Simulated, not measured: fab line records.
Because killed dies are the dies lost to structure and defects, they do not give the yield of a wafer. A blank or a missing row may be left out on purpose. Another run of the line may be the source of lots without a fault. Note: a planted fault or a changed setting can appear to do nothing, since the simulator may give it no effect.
The tool behind it: which one? -- flow n5-finfet -- 9 lots, 27 wafers sampled, at 5 steps of a route of 1938

== WHAT THE GAUGES SHOWED, per wafer ==
N5_DUMMY_GATE_CD_MEAS_50: target cd 14 nm.
lot,measured,on,cd-nm (nm)
L973,day 2 23:09,cd-sem-01,14.01 13.95 13.85
L975,day 3 14:38,cd-sem-03,14.09 14.23 14.17
L977,day 4 01:09,cd-sem-03,13.94 13.97 14.09
L985,day 6 00:26,cd-sem-02,14.38 14.00 14.15
L992,day 7 17:38,cd-sem-02,13.99 13.91 13.93
L993,day 7 22:32,cd-sem-02,14.09 14.25 14.21
L994,day 8 05:29,cd-sem-01,13.88 13.71 13.75
L995,day 8 11:55,cd-sem-03,14.43 14.43 14.06
L996,day 8 16:28,cd-sem-02,13.74 14.05 13.95

N5_DUMMY_GATE_CD_MEAS_24: target cd 15 nm.
lot,measured,on,cd-nm (nm)
L973,day 2 23:39,cd-sem-03,14.9 15.0 14.4
L975,day 3 15:15,cd-sem-02,15.0 14.9 14.9
L977,day 4 01:41,cd-sem-03,14.9 15.5 15.0
L985,day 6 00:56,cd-sem-02,15.4 15.1 15.0
L992,day 7 18:07,cd-sem-01,14.9 14.5 15.0
L993,day 7 23:05,cd-sem-02,15.3 14.8 15.2
L994,day 8 05:59,cd-sem-02,15.1 14.8 14.3
L995,day 8 12:24,cd-sem-03,15.6 15.3 15.1
L996,day 8 16:58,cd-sem-02,15.1 15.2 15.1

N5_BEOL_M4_RC_MEAS_101.
lot,measured,on,DIBL_N (mV/V),DIBL_P (mV/V),IOFF_N (nA/um),IOFF_N_85C (nA/um),IOFF_N_LIN (nA/um),IOFF_P (nA/um),IOFF_P_85C (nA/um),IOFF_P_LIN (nA/um),ION_N (uA/um),ION_P (uA/um),REXT_N (ohm.um),REXT_P (ohm.um),SS_N (mV/dec),SS_P (mV/dec),VT_N (mV),VT_N_LVT (mV),VT_P (mV),VT_P_LVT (mV)
L973,day 7 23:52,prober-02,35.7 35.3 35.8,35.0 35.4 34.5,0.134 0.138 0.142,2.7 2.8 2.9,0.065 0.067 0.069,0.193 0.200 0.189,3.4 3.5 3.3,0.095 0.098 0.094,674 667 685,457 464 461,75.1 75.3 74.8,99.1 98.8 100.4,71.2 71.4 71.5,72.5 72.0 72.8,250.6 248.9 250.2,100.0 98.7 98.3,-250.8 -251.9 -252.8,-98.4 -97.4 -98.9
L975,day 8 10:45,prober-01,36.4 36.8 36.8,37.3 37.6 38.0,0.155 0.159 0.158,3.0 3.0 3.1,0.071 0.072 0.072,0.241 0.256 0.251,4.0 4.3 4.2,0.112 0.117 0.115,671 664 675,472 466 469,78.0 77.8 77.2,101.5 101.4 101.2,71.1 70.7 71.4,73.9 73.5 74.1,248.2 248.4 250.2,99.1 99.4 99.5,-247.0 -247.3 -246.1,-95.9 -94.8 -94.9
L977,day 8 18:59,prober-02,35.9 34.8 36.2,35.7 34.6 35.7,0.146 0.130 0.145,2.9 2.6 2.9,0.068 0.063 0.069,0.173 0.158 0.171,3.1 2.9 3.1,0.084 0.078 0.082,668 665 664,450 448 456,71.1 73.0 71.5,100.1 99.5 99.2,71.1 70.9 70.9,73.6 73.4 73.4,250.3 251.9 248.6,99.1 99.7 98.3,-254.6 -256.9 -255.1,-104.2 -105.3 -103.5
L985,day 10 20:49,prober-01,38.9 42.7 37.3,36.8 41.3 35.7,0.198 0.305 0.183,3.7 5.3 3.5,0.088 0.125 0.083,0.307 0.443 0.255,5.0 6.8 4.3,0.141 0.186 0.119,696 712 686,483 498 479,67.3 67.5 73.0,92.2 90.4 98.7,71.3 72.2 72.2,74.5 74.6 73.6,243.3 235.6 245.2,93.4 87.7 95.0,-241.0 -232.3 -242.6,-90.9 -84.5 -94.4
L992,day 12 16:26,prober-01,36.9 37.9 37.3,37.3 38.5 37.8,0.160 0.186 0.171,3.2 3.6 3.4,0.075 0.085 0.079,0.221 0.218 0.209,3.8 3.8 3.6,0.105 0.102 0.099,665 686 677,459 461 460,74.6 73.8 75.6,100.6 101.8 103.5,71.8 71.9 71.3,73.4 73.7 73.5,252.5 247.3 247.6,96.7 94.8 96.3,-247.9 -250.5 -250.5,-95.9 -98.3 -97.4
L993,day 12 20:07,prober-01,36.3 37.1 36.7,36.7 38.9 37.9,0.151 0.177 0.158,2.9 3.3 3.0,0.071 0.081 0.072,0.195 0.230 0.207,3.5 4.0 3.6,0.094 0.104 0.097,665 673 665,456 466 453,73.1 73.1 72.4,100.7 99.4 99.8,71.5 71.9 72.0,73.4 74.6 74.0,249.9 247.2 250.0,99.3 97.4 100.4,-251.6 -249.3 -247.9,-101.0 -98.5 -100.1
L994,day 13 15:49,prober-01,39.8 39.0 38.5,41.7 41.0 39.3,0.233 0.208 0.171,4.3 4.0 3.3,0.104 0.093 0.077,0.282 0.272 0.232,4.7 4.6 4.0,0.127 0.124 0.109,702 686 672,480 467 463,74.6 74.5 74.4,99.6 100.7 101.2,72.2 72.0 71.9,74.6 74.7 73.8,243.9 247.7 251.6,89.9 92.1 95.1,-246.3 -247.1 -249.3,-91.7 -92.3 -94.8
L995,day 13 09:25,prober-01,32.6 34.9 34.2,33.7 35.5 34.8,0.128 0.152 0.143,2.6 2.9 2.8,0.061 0.071 0.068,0.168 0.209 0.188,3.1 3.8 3.4,0.086 0.102 0.092,670 677 679,469 471 467,77.7 77.2 76.7,101.5 100.3 102.4,71.4 71.3 71.7,72.8 73.7 73.1,252.5 249.9 251.6,99.1 97.3 97.9,-250.6 -246.6 -253.1,-101.7 -97.1 -99.8
L996,day 13 20:34,prober-02,37.5 36.8 38.2,37.3 37.3 38.1,0.160 0.155 0.175,3.2 3.1 3.5,0.075 0.075 0.081,0.168 0.173 0.183,3.1 3.2 3.3,0.080 0.082 0.085,675 675 691,452 458 461,73.6 73.7 72.6,104.8 104.3 102.9,72.1 70.9 71.8,73.6 73.6 73.1,248.8 248.2 247.3,96.7 97.4 95.9,-257.4 -256.5 -256.1,-104.0 -103.4 -103.1

== TOOL THAT RAN EACH LOT (tool first, then ch and the chambers of the sampled wafers, then the start) ==
lot,N5_DUMMY_GATE_ETCH_32,N5_SPACER0_ALD_00
L973,"rie-si-01 ch 1,2,3, day 2 23:27","ald-sin-03 ch 0,1,3, day 3 00:44"
L975,"rie-si-01 ch 0,2,3, day 3 15:03","ald-sin-03 ch 0,1,3, day 3 15:55"
L977,"rie-si-01 ch 0,2,3, day 4 01:29","ald-sin-04 ch 0,1,3, day 4 02:22"
L985,"rie-si-05 ch 1,2,3, day 6 00:44","ald-sin-03 ch 0,3, day 6 01:42"
L992,"rie-si-05 ch 0,1,2, day 7 17:55","ald-sin-01 ch 0,2,3, day 7 18:35"
L993,"rie-si-05 ch 1,2,3, day 7 22:52","ald-sin-04 ch 0,3, day 7 23:33"
L994,"rie-si-01 ch 1,2, day 8 05:47","ald-sin-01 ch 1,3, day 8 06:55"
L995,"rie-si-05 ch 1,3, day 8 12:12","ald-sin-04 ch 0,1,2, day 8 14:00"
L996,"rie-si-01 ch 1,2, day 8 16:45","ald-sin-01 ch 0,2,3, day 8 17:26"
- N5_DUMMY_GATE_ETCH_32: etches SiO2 in CF4, target depth 3.5 nm, time 3.9 s.
- N5_SPACER0_ALD_00: deposits SiOCN, target thk 3.5 nm, pulse time 3 s, purge time 2 s.

== AS READ BY THE TOOLS THEMSELVES (means over the sampled wafers that have a number; for cases with no such wafer, the mark the record gives instead) ==
N5_DUMMY_GATE_ETCH_32.
lot,tool,drypump-motor-current-A (A),oes-product-au (a.u.),throttle-valve-pct (%)
L973,rie-si-01,5.9,0.994,21.89
L975,rie-si-01,5.8,1.002,21.81
L977,rie-si-01,5.8,1.009,21.80
L985,rie-si-05,6.0,0.992,21.58
L992,rie-si-05,5.7,0.999,21.66
L993,rie-si-05,6.0,0.994,21.59
L994,rie-si-01,5.8,0.983,21.89
L995,rie-si-05,6.5,0.987,21.59
L996,rie-si-01,5.8,0.989,21.90

N5_SPACER0_ALD_00.
lot,tool,heater-power-w (W),precursor-pulse-height-rel
L973,ald-sin-03,819,0.998
L975,ald-sin-03,816,0.980
L977,ald-sin-04,807,0.987
L985,ald-sin-03,756,1.012
L992,ald-sin-01,854,0.975
L993,ald-sin-04,788,0.991
L994,ald-sin-01,862,0.999
L995,ald-sin-04,858,0.988
L996,ald-sin-01,852,1.008

== THE ANSWER, worked out from the rows above alone ==
Rule: usual is defined by the lots themselves. The widest of any qualifying gaps counts: lots, ordered by their means at a reading, are off when they make up no more than a third of the lots, leave a main group of 4 or more, and stand apart from it by 3 or more times the standard deviation of that group's means. The tables above print the reading to a certain number of digits; a main group whose means all agree to those digits is not used. Also off: a lot with no number at a reading for which 4 or more lots have one. All remaining lots with rows at the step are treated as sound. First the gauges in route order, then the tools' own readings, where a lot's mean is used as printed above. At the first step where some lot is off, the reading lying furthest off is the one used; lots without a number count as furthest.
Off: L985, at N5_BEOL_M4_RC_MEAS_101 (VT_N). The main group: mean 249.3 mV, standard deviation 1.1.
If a tool, at a process step before that reading, ran all the lots that are off and no sound lot after the first of them, it fits. Those tools and the gauges at N5_BEOL_M4_RC_MEAS_101 are tried in the same way. One fits: ald-sin-03 at N5_SPACER0_ALD_00. Its last sound lot is L975 (day 3 15:55), its first lot that is off L985 (day 6 01:42): a fault that began between those two fits.

== WHAT WAS PUT IN BY THE SIMULATOR ==
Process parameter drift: ald-sin-03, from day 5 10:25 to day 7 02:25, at N5_SPACER0_ALD_00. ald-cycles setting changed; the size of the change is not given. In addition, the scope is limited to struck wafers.
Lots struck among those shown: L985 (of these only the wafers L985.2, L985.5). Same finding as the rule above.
